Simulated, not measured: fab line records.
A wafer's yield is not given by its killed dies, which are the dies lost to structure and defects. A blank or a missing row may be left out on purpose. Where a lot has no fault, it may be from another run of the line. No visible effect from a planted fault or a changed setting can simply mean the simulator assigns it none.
fab line records ; flow n5Finfet
record: lots: 11; wafers: 33; lastDay: 18
route steps=1938 shown BEOL_M1@754 TV_OPEN@1888 PASSIVATION@1925
lots that met no fault: taken from a fault-free run of the same line
startH: the number of hours between the record's first day and the start of the first shown wafer of the lot ; waitH: hours elapsed since this lot's preceding step ; " identical to the entry in the row above ; L1.1+2: one row covering several wafers at once ; - either no value or no given start ; * or withheld: withheld ; < > ~ a bound
route shown NAME@n: names a module that has steps shown in the file, with the first one's number in the route ; usual: mean/standard deviation of fault-free wafers ; same: alike in all rows ; chamber/n: place in a boat ; sites: each site's reading ; _std_site: the values' standard deviation ; _edge_site: mean of outer sites minus mean of inner sites ; radiusMm: how far each site lies from the wafer's centre ; mask NAME#n: copy n ; behind: the tool/chamber that last shaped the wafer ; hold: cause of the lot's hold/its duration in hours/its outcome ; device: names the non-switching transistor (n, p or np) ; end of line: the same wafers' tests at the end of the route ; step lacking rows: just its recipe ; killed: dies lost to structure and defects at the first sort, not the wafer's yield ; map: a wafer's dies, marking killed ones x, the rest . and places with no die _
set.NAME: the setting the step ran with; set.NAME@STEP: the setting that earlier step ran with ; model.NAME: the simulator's own value behind a step, which no gauge read
steps of the route over a sample of lots; a table a step, a row a wafer
services: from which hour (startH, from the record's first day; less than 0 if before it) a tool's chamber was out of use, for how many hours, and why
== steps ==
step: N5_BEOL_M1_HM_DEP_02
recipe: material: TiN; targetThkA: 200; tempC: 25; chamberPressurePa: 0.49996
usual: throttleValvePct: 29.3/1.1
lot.wafer;tool;chamber;startH;waitH;throttleValvePct
L175.2;pvdSputter-03;-;135.61;3.1;29.4
L175.3;pvdSputter-03;-;135.61;3.1;29.0
L175.5;pvdSputter-03;-;135.61;3.1;30.2
L177.2;pvdSputter-02;-;142.48;0.4;30.7
L177.3;pvdSputter-02;-;142.48;0.4;26.9
L177.5;pvdSputter-02;-;142.48;0.4;30.4
L178.3;pvdSputter-02;-;147.34;3.5;30.5
L178.4;pvdSputter-02;-;147.34;3.5;28.4
L178.6;pvdSputter-02;-;147.34;3.5;28.3
L179.1;pvdSputter-02;-;156.42;0.5;27.0
L179.3;pvdSputter-02;-;156.42;0.5;30.6
L179.4;pvdSputter-02;-;156.42;0.5;30.1
L180.3;pvdSputter-03;-;163.60;2.2;29.2
L180.4;pvdSputter-03;-;163.60;2.2;30.0
L180.5;pvdSputter-03;-;163.60;2.2;29.5
L181.4;pvdSputter-02;-;172.52;1.9;30.7
L181.5;pvdSputter-02;-;172.52;1.9;26.5
L181.6;pvdSputter-02;-;172.52;1.9;30.6
L185.1;pvdSputter-03;-;194.32;1.8;28.9
L185.2;pvdSputter-03;-;194.32;1.8;29.4
L185.6;pvdSputter-03;-;194.32;1.8;29.4
L188.1;pvdSputter-03;-;209.13;0.1;29.8
L188.3;pvdSputter-03;-;209.13;0.1;29.0
L188.5;pvdSputter-03;-;209.13;0.1;30.1
L192.1;pvdSputter-02;-;224.86;1.3;30.6
L192.2;pvdSputter-02;-;224.86;1.3;28.5
L192.3;pvdSputter-02;-;224.86;1.3;30.0
L193.1;pvdSputter-02;-;239.42;2.5;30.7
L193.2;pvdSputter-02;-;239.42;2.5;26.6
L193.4;pvdSputter-02;-;239.42;2.5;30.5
L194.2;pvdSputter-01;-;247.73;3.5;30.2
L194.3;pvdSputter-01;-;247.73;3.5;28.8
L194.4;pvdSputter-01;-;247.73;3.5;30.3
step: N5_PASSIVATION_VIA_ETCH_13
recipe: chemistry: CHF3/O2; target: SiO2; targetDepthA: 6600; CHF3_flow_sccm: 50; O2_flow_sccm: 5; Ar_flow_sccm: 200; timeS: 330; maskMaterial: PR; pressureMtorr: 30; sourceW: 650; biasW: 170; ionEnergyEv: 200; ends: cleared
usual: drypumpMotorCurrentA: 6.0/0.5; etchRfOnTimeS: 235/6.6; mfcArSccm: 200.1/0.58; oesProductAu: 0.71/0.093; rfVppV: 525/9.5; showerheadPlenumPTorr: 2.39/0.075; throttleValvePct: 18.87/0.28
lot.wafer;tool;chamber;startH;waitH;drypumpMotorCurrentA;etchRfOnTimeS;mfcArSccm;oesProductAu;rfHoursCounterH;rfVppV;showerheadPlenumPTorr;throttleValvePct
L177.2;rieDiel-06;2;288.08;0.0;6.7;229;200.0;0.63;246;528;2.28;19.13
L177.3;rieDiel-06;3;288.08;0.0;5.5;232;200.3;0.64;196;541;2.49;19.11
L177.5;rieDiel-06;1;288.08;0.0;5.8;242;199.9;0.66;-;533;2.30;18.58
L175.2;rieDiel-05;0;291.36;0.0;6.0;236;200.5;0.77;42;529;2.44;18.44
L175.3;rieDiel-05;3;291.36;0.0;5.2;237;199.8;0.64;230;518;2.40;19.06
L175.5;rieDiel-05;2;291.36;0.0;6.7;238;199.9;0.84;-;510;2.37;18.50
L179.1;rieDiel-06;1;297.25;0.0;5.8;232;201.0;0.67;173;533;2.30;18.58
L179.3;rieDiel-06;3;297.25;0.0;5.6;227;199.7;0.63;198;539;2.49;19.11
L179.4;rieDiel-06;0;297.25;0.0;6.4;233;199.9;0.77;63;528;2.45;18.67
L178.3;rieDiel-05;3;304.28;0.0;5.2;237;200.5;0.63;233;518;2.40;19.05
L178.4;rieDiel-05;1;304.28;0.0;5.7;251;200.1;0.60;240;527;2.29;19.26
L178.6;rieDiel-05;1;304.28;0.0;5.7;245;200.9;0.61;-;527;2.29;19.27
L181.4;rieDiel-06;1;331.84;0.0;5.8;235;198.6;0.66;183;532;2.29;18.61
L181.5;rieDiel-06;1;331.84;0.0;5.8;239;199.4;0.66;-;532;2.29;18.58
L181.6;rieDiel-06;2;331.84;0.0;6.7;226;200.9;0.90;-;538;2.57;18.79
L180.3;rieDiel-05;0;339.76;0.0;6.0;233;201.4;0.76;55;529;2.44;18.44
L180.4;rieDiel-05;1;339.76;0.0;5.7;246;200.8;0.61;250;527;2.29;19.28
L180.5;rieDiel-05;0;339.76;0.0;5.9;235;200.3;0.77;-;529;2.44;18.45
L185.1;rieDiel-02;3;339.93;0.0;6.5;240;200.9;0.66;159;516;2.29;19.04
L185.2;rieDiel-02;0;339.93;0.0;6.4;233;199.5;0.64;197;537;2.40;19.27
L185.6;rieDiel-02;2;339.93;0.0;5.8;226;200.9;0.88;-;515;2.37;18.70
L188.1;rieDiel-02;3;385.40;0.0;6.5;237;200.2;0.66;173;514;2.29;19.06
L188.3;rieDiel-02;1;385.40;0.0;5.7;247;200.5;0.59;233;525;2.47;18.97
L188.5;rieDiel-02;0;385.40;0.0;6.6;237;199.3;0.62;-;538;2.39;19.29
L192.1;rieDiel-05;2;413.30;0.0;6.7;237;199.1;0.78;37;511;2.36;18.55
L192.2;rieDiel-05;0;413.30;0.0;5.9;233;200.4;0.73;85;530;2.43;18.51
L192.3;rieDiel-05;3;413.30;0.0;5.2;230;200.8;0.84;17;517;2.39;18.76
L194.2;rieDiel-05;3;425.32;0.0;5.2;232;199.1;0.83;22;517;2.38;18.78
L194.3;rieDiel-05;0;425.32;0.0;6.0;233;199.5;0.73;89;531;2.43;18.51
L194.4;rieDiel-05;1;425.32;0.0;5.7;233;199.1;0.89;2;535;2.58;18.91
L193.1;rieDiel-02;0;429.07;0.0;6.6;231;198.8;0.63;224;536;2.39;19.31
L193.2;rieDiel-02;2;429.07;0.0;5.8;223;200.4;0.82;30;517;2.36;18.74
L193.4;rieDiel-02;1;429.07;0.0;5.7;245;200.3;0.59;247;525;2.46;18.99
step: N5_PASSIVATION_CD_MEAS_44
recipe: targetCdNm: 40000; landingEnergyEv: 500; detector: seInlens
usual: cdNm: 39999/4.1
same: landingEnergyEv: 500
lot.wafer;tool;chamber;startH;waitH;cdNm
L177.2;cdSem-01;0;291.39;-;40000
L177.3;cdSem-01;0;291.39;-;39998
L177.5;cdSem-01;0;291.39;-;39994
L175.2;cdSem-03;0;294.46;-;40006
L175.3;cdSem-03;0;294.46;-;40006
L175.5;cdSem-03;0;294.46;-;40000
L179.1;cdSem-01;0;301.22;-;39997
L179.3;cdSem-01;0;301.22;-;39998
L179.4;cdSem-01;0;301.22;-;39997
L178.3;cdSem-02;0;307.44;-;39993
L178.4;cdSem-02;0;307.44;-;39996
L178.6;cdSem-02;0;307.44;-;39996
L181.4;cdSem-03;0;335.35;-;39995
L181.5;cdSem-03;0;335.35;-;39998
L181.6;cdSem-03;0;335.35;-;39998
L180.3;cdSem-02;0;342.83;-;39995
L180.4;cdSem-02;0;342.83;-;40002
L180.5;cdSem-02;0;342.83;-;39997
L185.1;cdSem-02;0;343.25;-;40006
L185.2;cdSem-02;0;343.25;-;39998
L185.6;cdSem-02;0;343.25;-;40004
L188.1;cdSem-03;0;388.74;-;40007
L188.3;cdSem-03;0;388.74;-;40000
L188.5;cdSem-03;0;388.74;-;40002
L192.1;cdSem-03;0;416.74;-;39994
L192.2;cdSem-03;0;416.74;-;39997
L192.3;cdSem-03;0;416.74;-;39994
L194.2;cdSem-03;0;430.93;-;40002
L194.3;cdSem-03;0;430.93;-;39998
L194.4;cdSem-03;0;430.93;-;40001
L193.1;cdSem-03;0;432.28;-;39998
L193.2;cdSem-03;0;432.28;-;39999
L193.4;cdSem-03;0;432.28;-;39999
step: N5_PASSIVATION_OVL_MEAS_66
recipe: pointsPerWafer: 44
usual: PASS_OPEN_OVL: -4/5.5
lot.wafer;tool;chamber;startH;waitH;PASS_OPEN_OVL[nm]
L177.2;overlay-02;0;291.42;0.0;-7
L177.3;overlay-02;0;291.42;0.0;4
L177.5;overlay-02;0;291.42;0.0;-1
L175.2;overlay-02;0;294.49;0.0;2
L175.3;overlay-02;0;294.49;0.0;2
L175.5;overlay-02;0;294.49;0.0;3
L179.1;overlay-01;0;301.25;0.0;-1
L179.3;overlay-01;0;301.25;0.0;1
L179.4;overlay-01;0;301.25;0.0;-1
L178.3;overlay-02;0;307.47;0.0;-6
L178.4;overlay-02;0;307.47;0.0;-5
L178.6;overlay-02;0;307.47;0.0;-4
L181.4;overlay-01;0;335.38;0.0;6
L181.5;overlay-01;0;335.38;0.0;-8
L181.6;overlay-01;0;335.38;0.0;1
L180.3;overlay-01;0;342.86;0.0;0
L180.4;overlay-01;0;342.86;0.0;4
L180.5;overlay-01;0;342.86;0.0;1
L185.1;overlay-01;0;343.28;0.0;5
L185.2;overlay-01;0;343.28;0.0;0
L185.6;overlay-01;0;343.28;0.0;3
L188.1;overlay-01;0;388.77;0.0;-8
L188.3;overlay-01;0;388.77;0.0;-4
L188.5;overlay-01;0;388.77;0.0;-3
L192.1;overlay-01;0;416.77;0.0;-9
L192.2;overlay-01;0;416.77;0.0;-4
L192.3;overlay-01;0;416.77;0.0;-4
L194.2;overlay-01;0;430.96;0.0;-4
L194.3;overlay-01;0;430.96;0.0;-11
L194.4;overlay-01;0;430.96;0.0;-2
L193.1;overlay-01;0;432.31;0.0;-9
L193.2;overlay-01;0;432.31;0.0;1
L193.4;overlay-01;0;432.31;0.0;-2
step: N5_PASSIVATION_PROBE_49
usual: defectLimitedYield: 91.3/1.4; killed_at_M0_to_M3: 33/11; killed_at_M4_up: 15/6.2; killedAtContacts: 13/6.5; killedAtFrontEnd: 38/11; killedAtOther: 3.4/2.6; killedDies: 102/17; killedOpen: 67/12; killedShort: 34/7.9; sort_bin_4_leakage: 0.00/0.022; sort_bin_5_function: 5.1/0.88; sort_bin_6_memory: 3.3/0.65; sortNPass: 1078/17; sortYieldPct: 91.3/1.4
same: grossDies: 1180; killedAtBackSide: 0; sort_bin_8_speed[%]: 0
lot.wafer;tool;chamber;startH;waitH;defectLimitedYield[%];killed_at_M0_to_M3;killed_at_M4_up;killedAtContacts;killedAtFrontEnd;killedAtOther;killedDies;killedOpen;killedShort;sort_bin_4_leakage[%];sort_bin_5_function[%];sort_bin_6_memory[%];sortNPass;sortYieldPct[%]
L177.2;prober-02;-;295.00;0.1;88.9;49;14;20;45;3;131;90;41;0;7.1;3.5;1049;88.9
L177.3;prober-02;-;295.05;0.1;89.1;43;23;15;43;5;129;85;43;0;6.4;4.2;1051;89.1
L177.5;prober-02;-;295.15;0.2;90.2;44;21;20;29;2;116;75;39;0;5.4;4.2;1064;90.2
L175.2;prober-02;-;297.64;0.1;92.2;34;4;10;43;1;92;65;27;0;4.8;3.0;1088;92.2
L175.3;prober-02;-;297.69;0.1;92.5;34;3;12;37;3;89;48;36;0;4.2;2.7;1091;92.5
L175.5;prober-02;-;297.79;0.2;90.5;46;14;21;29;2;112;73;39;0;5.7;3.7;1068;90.5
L179.1;prober-01;-;304.36;0.0;92.3;30;7;16;36;2;91;59;31;0;4.9;2.5;1089;92.3
L179.3;prober-01;-;304.46;0.1;93.9;21;15;3;32;1;72;44;26;0;3.6;2.3;1108;93.9
L179.4;prober-01;-;304.51;0.2;92.0;29;18;7;37;3;94;54;40;0;4.8;2.6;1086;92.0
L178.3;prober-02;-;310.72;0.1;88.6;73;15;13;30;3;134;84;47;0;6.6;4.3;1046;88.6
L178.4;prober-02;-;310.77;0.2;89.5;53;10;20;38;3;124;70;51;0;5.9;4.1;1056;89.5
L178.6;prober-02;-;310.87;0.3;92.6;33;12;8;30;4;87;61;25;0;4.2;2.9;1093;92.6
L181.4;prober-01;-;339.08;0.5;92.4;25;14;22;28;1;90;59;27;0;4.4;3.1;1090;92.4
L181.5;prober-01;-;339.13;0.6;91.9;43;7;8;34;3;95;58;36;0;4.7;3.0;1085;91.9
L181.6;prober-01;-;339.18;0.6;90.6;43;4;17;45;2;111;71;40;0;5.0;4.4;1069;90.6
L180.3;prober-01;-;346.12;0.1;90.5;48;11;17;31;5;112;73;36;0;5.0;3.8;1068;90.5
L180.4;prober-01;-;346.17;0.2;91.4;36;10;18;29;9;102;76;26;0;5.5;3.1;1078;91.4
L180.5;prober-01;-;346.22;0.2;90.9;31;19;24;27;6;107;80;26;0;5.1;3.6;1073;90.9
L185.1;prober-02;-;346.66;0.0;91.6;48;15;13;22;1;99;66;33;0;4.7;3.2;1081;91.6
L185.2;prober-02;-;346.71;0.1;91.2;40;23;7;32;2;104;65;39;0;5.3;3.3;1076;91.2
L185.6;prober-02;-;346.91;0.3;90.3;25;29;16;43;1;114;82;32;0;5.3;4.1;1066;90.3
L188.1;prober-01;-;391.87;0.0;93.2;25;13;8;33;1;80;57;23;0;3.6;3.0;1100;93.2
L188.3;prober-01;-;391.97;0.1;83.6;139;12;7;34;1;193;60;25;0;10.4;4.2;987;83.6
L188.5;prober-01;-;392.07;0.2;92.5;32;14;7;31;5;89;64;25;0.25;3.6;3.7;1088;92.2
L192.1;prober-02;-;420.13;0.0;89.8;40;22;7;50;1;120;75;41;0.08;6.4;3.1;1059;89.7
L192.2;prober-02;-;420.18;0.1;90.3;34;20;9;47;4;114;66;46;0;6.1;3.1;1066;90.3
L192.3;prober-02;-;420.23;0.1;90.8;38;27;14;29;0;108;68;37;0;5.4;3.4;1072;90.8
L194.2;prober-02;-;434.81;0.8;93.1;31;11;4;25;11;82;44;36;0;4.8;1.9;1098;93.1
L194.3;prober-02;-;434.86;0.8;91.6;26;12;16;34;11;99;69;28;0;4.7;3.6;1081;91.6
L194.4;prober-02;-;434.91;0.9;91.6;16;17;25;34;7;99;64;32;0;5.9;1.7;1081;91.6
L193.1;prober-02;-;435.84;0.0;91.5;26;12;16;42;4;100;72;28;0;4.7;3.6;1080;91.5
L193.2;prober-02;-;435.89;0.1;89.2;39;10;19;55;5;128;73;45;0;5.9;4.2;1052;89.2
L193.4;prober-02;-;435.99;0.2;91.5;33;5;17;44;1;100;63;31;0;4.7;3.2;1080;91.5
killed by level:class
L177.2 MOL_CONTACT_COAG:geometricParticle:open=14 STI_FIN_REVEAL:geometricParticle:open=13 BEOL_M0_SAQP:geometricParticle:open=11 BEOL_M0_SAQP:geometricParticle:short=11 BEOL_M1:geometricParticle:open=9 BEOL_M2:geometricParticle:open=9 BEOL_M0:geometricParticle:open=6 BEOL_M4:geometricParticle:open=6
L177.3 FIN_SAQP:geometricParticle:short=11 MOL_CONTACT_COAG:geometricParticle:open=11 FIN_SAQP:geometricParticle:open=10 BEOL_M0_SAQP:geometricParticle:open=10 BEOL_M4:geometricParticle:open=9 BEOL_M0_SAQP:geometricParticle:short=9 BEOL_M1:geometricParticle:open=8 STI_FIN_REVEAL:geometricParticle:open=6
L177.5 MOL_CONTACT_COAG:geometricParticle:open=15 BEOL_M0_SAQP:geometricParticle:open=15 BEOL_M0_SAQP:geometricParticle:short=14 BEOL_M4:geometricParticle:open=8 FIN_SAQP:geometricParticle:short=7 BEOL_M3:geometricParticle:open=6 MOL_CONTACT_COAG:geometricParticle:short=5 DUMMY_GATE:geometricParticle:open=4
L175.2 BEOL_M0_SAQP:geometricParticle:open=12 STI_FIN_REVEAL:geometricParticle:open=10 DUMMY_GATE:geometricParticle:open=8 BEOL_M0_SAQP:geometricParticle:short=8 MOL_CONTACT_COAG:geometricParticle:open=7 BEOL_M2:geometricParticle:open=7 GATE_CUT:geometricParticle:short=6 GATE_CUT:geometricParticle:open=6
L175.3 BEOL_M0_SAQP:geometricParticle:short=13 STI_FIN_REVEAL:geometricParticle:open=10 MOL_CONTACT_COAG:geometricParticle:open=9 BEOL_M0_SAQP:geometricParticle:open=8 GATE_CUT:geometricParticle:short=6 GATE_CUT:geometricParticle:open=4 BEOL_M3:geometricParticle:open=4 HKMG_FIN:areaEtch=4
L175.5 MOL_CONTACT_COAG:geometricParticle:open=18 BEOL_M2:geometricParticle:open=11 BEOL_M0_SAQP:geometricParticle:open=9 BEOL_M0_SAQP:geometricParticle:short=8 BEOL_M4:geometricParticle:open=7 FIN_SAQP:geometricParticle:short=6 DUMMY_GATE:geometricParticle:open=5 STI_FIN_REVEAL:geometricParticle:open=4
L179.1 MOL_CONTACT_COAG:geometricParticle:open=14 BEOL_M0_SAQP:geometricParticle:open=10 STI_FIN_REVEAL:geometricParticle:open=8 BEOL_M0_SAQP:geometricParticle:short=8 STI_FIN_REVEAL:geometricParticle:short=6 GATE_CUT:geometricParticle:short=6 BEOL_M3:geometricParticle:open=5 GATE_CUT:geometricParticle:open=4
L179.3 BEOL_M3:geometricParticle:open=9 GATE_CUT:geometricParticle:short=6 BEOL_M4:geometricParticle:open=6 STI_FIN_REVEAL:geometricParticle:open=5 DUMMY_GATE:geometricParticle:open=5 BEOL_M4:geometricParticle:short=4 DUMMY_GATE:geometricParticle:short=3 FIN_SAQP:geometricParticle:short=2
L179.4 BEOL_M4:geometricParticle:open=12 GATE_CUT:geometricParticle:short=8 STI_FIN_REVEAL:geometricParticle:open=7 BEOL_M0_SAQP:geometricParticle:short=7 BEOL_M0_SAQP:geometricParticle:open=7 STARTING-WAFER:geometricParticle:short=6 MOL_CONTACT_COAG:geometricParticle:open=5 BEOL_M2:geometricParticle:open=5
L178.3 BEOL_M0_SAQP:geometricParticle:open=19 BEOL_M0_SAQP:geometricParticle:short=14 BEOL_M2:geometricParticle:open=12 MOL_CONTACT_COAG:geometricParticle:open=11 BEOL_M1:geometricParticle:open=11 BEOL_M4:geometricParticle:short=7 BEOL_M3:geometricParticle:open=6 BEOL_M4:geometricParticle:open=6
L178.4 MOL_CONTACT_COAG:geometricParticle:open=18 BEOL_M2:geometricParticle:open=13 FIN_SAQP:geometricParticle:short=8 BEOL_M0_SAQP:geometricParticle:short=7 BEOL_M0_SAQP:geometricParticle:open=6 BEOL_M2:geometricParticle:short=6 STI_FIN_REVEAL:geometricParticle:open=5 GATE_CUT:geometricParticle:short=5
L178.6 STI_FIN_REVEAL:geometricParticle:open=12 BEOL_M0_SAQP:geometricParticle:short=9 MOL_CONTACT_COAG:geometricParticle:open=7 BEOL_M0_SAQP:geometricParticle:open=7 BEOL_M2:geometricParticle:open=6 BEOL_M4:geometricParticle:open=5 BEOL_M1:geometricParticle:open=4 FIN_SAQP:geometricParticle:short=3
L181.4 MOL_CONTACT_COAG:geometricParticle:open=19 FIN_SAQP:geometricParticle:open=8 FIN_SAQP:geometricParticle:short=5 BEOL_M2:geometricParticle:open=5 BEOL_M0_SAQP:geometricParticle:short=4 DUMMY_GATE:geometricParticle:open=3 MOL_CONTACT_COAG:geometricParticle:short=3 BEOL_M0_SAQP:geometricParticle:open=3
L181.5 BEOL_M1:geometricParticle:open=12 BEOL_M2:geometricParticle:open=9 BEOL_M0_SAQP:geometricParticle:open=8 FIN_SAQP:geometricParticle:open=6 GATE_CUT:geometricParticle:short=6 MOL_CONTACT_COAG:geometricParticle:open=6 BEOL_M0_SAQP:geometricParticle:short=6 FIN_SAQP:geometricParticle:short=5
L181.6 FIN_SAQP:geometricParticle:open=14 FIN_SAQP:geometricParticle:short=14 MOL_CONTACT_COAG:geometricParticle:open=14 BEOL_M0_SAQP:geometricParticle:short=12 BEOL_M2:geometricParticle:open=12 BEOL_M0_SAQP:geometricParticle:open=8 STI_FIN_REVEAL:geometricParticle:open=6 BEOL_M1:geometricParticle:open=5
L180.3 MOL_CONTACT_COAG:geometricParticle:open=15 BEOL_M2:geometricParticle:open=10 BEOL_M0_SAQP:geometricParticle:open=8 BEOL_M1:geometricParticle:open=8 BEOL_M0_SAQP:geometricParticle:short=7 BEOL_M1:geometricParticle:short=6 BEOL_M4:geometricParticle:open=6 STARTING-WAFER:geometricParticle:short=6
L180.4 MOL_CONTACT_COAG:geometricParticle:open=15 BEOL_M1:geometricParticle:open=11 FIN_SAQP:geometricParticle:open=10 BEOL_M0_SAQP:geometricParticle:open=9 BEOL_M3:geometricParticle:open=6 STI_FIN_REVEAL:geometricParticle:open=5 PASS1_CAP:geometricParticle:short=4 DUMMY_GATE:geometricParticle:open=3
L180.5 MOL_CONTACT_COAG:geometricParticle:open=19 BEOL_M4:geometricParticle:open=11 BEOL_M3:geometricParticle:open=8 STARTING-WAFER:geometricParticle:open=7 BEOL_M2:geometricParticle:open=6 MOL_CONTACT_COAG:geometricParticle:short=5 BEOL_M0_SAQP:geometricParticle:open=5 DUMMY_GATE:geometricParticle:open=4
L185.1 BEOL_M3:geometricParticle:open=12 MOL_CONTACT_COAG:geometricParticle:open=11 BEOL_M1:geometricParticle:open=8 FIN_SAQP:geometricParticle:short=7 BEOL_M1:geometricParticle:short=6 BEOL_M4:geometricParticle:open=6 BEOL_M3:geometricParticle:short=5 FIN_SAQP:geometricParticle:open=4
L185.2 FIN_SAQP:geometricParticle:short=13 BEOL_M4:geometricParticle:open=11 BEOL_M0_SAQP:geometricParticle:open=7 BEOL_M3:geometricParticle:open=7 STI_FIN_REVEAL:geometricParticle:open=6 MOL_CONTACT_COAG:geometricParticle:open=6 BEOL_M0_SAQP:geometricParticle:short=5 BEOL_M2:geometricParticle:open=5
L185.6 BEOL_M4:geometricParticle:open=19 MOL_CONTACT_COAG:geometricParticle:open=15 BEOL_M1:geometricParticle:open=9 FIN_SAQP:geometricParticle:short=8 FIN_SAQP:geometricParticle:open=7 DUMMY_GATE:geometricParticle:open=7 GATE_CUT:geometricParticle:short=6 BEOL_M0_SAQP:geometricParticle:open=5
L188.1 STI_FIN_REVEAL:geometricParticle:open=10 FIN_SAQP:geometricParticle:open=7 MOL_CONTACT_COAG:geometricParticle:open=7 BEOL_M1:geometricParticle:open=5 BEOL_M2:geometricParticle:open=5 BEOL_M0_SAQP:geometricParticle:short=4 BEOL_M3:geometricParticle:open=4 ILD0:geometricParticle:short=3
L188.3 BEOL_M1:unspecified=108 BEOL_M1:geometricParticle:open=10 STI_FIN_REVEAL:geometricParticle:open=9 BEOL_M2:geometricParticle:open=8 MOL_CONTACT_COAG:geometricParticle:open=6 FIN_SAQP:geometricParticle:short=5 DUMMY_GATE:geometricParticle:open=5 BEOL_M1:geometricParticle:short=5
L188.5 BEOL_M0_SAQP:geometricParticle:open=8 BEOL_M1:geometricParticle:open=8 STARTING-WAFER:geometricParticle:open=7 MOL_CONTACT_COAG:geometricParticle:open=5 STI_FIN_REVEAL:geometricParticle:open=4 GATE_CUT:geometricParticle:short=4 BEOL_M1:geometricParticle:short=4 BEOL_M3:geometricParticle:open=4
L192.1 BEOL_M4:geometricParticle:open=15 GATE_CUT:geometricParticle:short=13 FIN_SAQP:geometricParticle:short=11 BEOL_M0_SAQP:geometricParticle:open=11 BEOL_M2:geometricParticle:open=9 DUMMY_GATE:geometricParticle:open=8 BEOL_M3:geometricParticle:open=7 FIN_SAQP:geometricParticle:open=6
L192.2 FIN_SAQP:geometricParticle:short=17 BEOL_M4:geometricParticle:open=11 BEOL_M3:geometricParticle:open=8 FIN_SAQP:geometricParticle:open=7 BEOL_M0_SAQP:geometricParticle:short=7 MOL_CONTACT_COAG:geometricParticle:open=7 GATE_CUT:geometricParticle:short=6 DUMMY_GATE:geometricParticle:open=6
L192.3 MOL_CONTACT_COAG:geometricParticle:open=12 BEOL_M0_SAQP:geometricParticle:short=11 BEOL_M2:geometricParticle:open=9 BEOL_M0_SAQP:geometricParticle:open=6 FIN_SAQP:geometricParticle:open=5 FIN_SAQP:geometricParticle:short=5 DUMMY_GATE:geometricParticle:open=5 BEOL_M4:geometricParticle:open=5
L194.2 BEOL_M0_SAQP:geometricParticle:short=12 STI_FIN_REVEAL:geometricParticle:open=7 BEOL_M0_SAQP:geometricParticle:open=6 BEOL_M4:geometricParticle:open=6 PASS1_CAP:geometricParticle:short=5 BEOL_M2:geometricParticle:open=5 STARTING-WAFER:geometricParticle:short=5 PASS1_CAP:geometricParticle:open=4
L194.3 MOL_CONTACT_COAG:geometricParticle:open=13 STI_FIN_REVEAL:geometricParticle:open=9 BEOL_M2:geometricParticle:open=9 FIN_SAQP:geometricParticle:short=8 BEOL_M4:geometricParticle:open=6 BEOL_M0_SAQP:geometricParticle:open=6 PASS1_CAP:geometricParticle:open=5 DUMMY_GATE:geometricParticle:open=3
L194.4 MOL_CONTACT_COAG:geometricParticle:open=20 STI_FIN_REVEAL:geometricParticle:open=11 BEOL_M4:geometricParticle:open=7 FIN_SAQP:geometricParticle:short=6 MOL_CONTACT_COAG:geometricParticle:short=5 PASS1_CAP:geometricParticle:short=4 STI_FIN_REVEAL:geometricParticle:short=3 BEOL_M0_SAQP:geometricParticle:open=3
L193.1 FIN_SAQP:geometricParticle:open=13 MOL_CONTACT_COAG:geometricParticle:open=11 BEOL_M2:geometricParticle:open=10 BEOL_M4:geometricParticle:open=6 FIN_SAQP:geometricParticle:short=5 GATE_CUT:geometricParticle:short=5 GATE_CUT:geometricParticle:open=5 MOL_CONTACT_COAG:geometricParticle:short=5
L193.2 MOL_CONTACT_COAG:geometricParticle:open=16 FIN_SAQP:geometricParticle:short=13 FIN_SAQP:geometricParticle:open=9 GATE_CUT:geometricParticle:short=9 BEOL_M2:geometricParticle:open=9 BEOL_M3:geometricParticle:open=8 HKMG_FIN:areaEtch=8 BEOL_M1:geometricParticle:open=7
L193.4 MOL_CONTACT_COAG:geometricParticle:open=14 FIN_SAQP:geometricParticle:open=9 BEOL_M2:geometricParticle:open=7 STI_FIN_REVEAL:geometricParticle:open=6 BEOL_M0_SAQP:geometricParticle:short=6 FIN_SAQP:geometricParticle:short=5 BEOL_M0_SAQP:geometricParticle:open=5 BEOL_M0:geometricParticle:open=5
== services ==
tool;chamber;startH;hours;kind
pvdSputter-03;-;120.94;3.7;repair
pvdSputter-01;-;121.58;6.0;repair
rieDiel-05;0;122.27;-;clean
rieDiel-05;0;122.27;-;consumableReplace:focusRing
rieDiel-05;0;122.27;24.0;scheduledDown
rieDiel-05;0;122.27;24.0;ventCycle
pvdSputter-01;-;130.92;7.7;repair
rieDiel-05;1;198.10;1.3;repair
rieDiel-06;3;216.58;5.0;repair
rieDiel-06;1;240.99;8.6;repair
rieDiel-05;2;250.56;-;clean
rieDiel-05;2;250.56;-;consumableReplace:focusRing
rieDiel-05;2;250.56;17.4;scheduledDown
rieDiel-05;2;250.56;17.4;ventCycle
rieDiel-06;1;319.92;6.7;repair
rieDiel-06;3;357.07;4.4;repair
rieDiel-05;3;357.31;-;clean
rieDiel-05;3;357.31;-;consumableReplace:focusRing
rieDiel-05;3;357.31;14.6;scheduledDown
rieDiel-05;3;357.31;14.6;ventCycle
rieDiel-05;2;361.93;29.1;repair
pvdSputter-01;-;370.77;4.7;repair
rieDiel-05;1;391.05;-;clean
rieDiel-05;1;391.05;-;consumableReplace:focusRing
== key ==
firstSign: step: N5_PASSIVATION_PROBE_49; reading: killed_at_M0_to_M3; direction: up; sigmas: 10; usual: 33; struck: 139
effect: step: N5_PASSIVATION_PROBE_49; reading: killedDies; direction: up; sigmas: 5.5; usual: 102; struck: 193
moreKillsBornAt: N5_BEOL_M1_HM_DEP_02@pvdSputter-03: 108
metAt N5_BEOL_M1_HM_DEP_02
struckLots L188
struckWafers L188.3
notActingAt N5_PASSIVATION_VIA_ETCH_13,N5_PASSIVATION_CD_MEAS_44,N5_PASSIVATION_OVL_MEAS_66
onsetBetween 194.32 209.13
fault: kind: chamberParticleSource; tool: pvdSputter-03; chamber: -; onsetH: 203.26; steps: N5_BEOL_M1_HM_DEP_02; ratePerVisitCm2: 0.49809; endH: 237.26; scope: struckWafersOnly
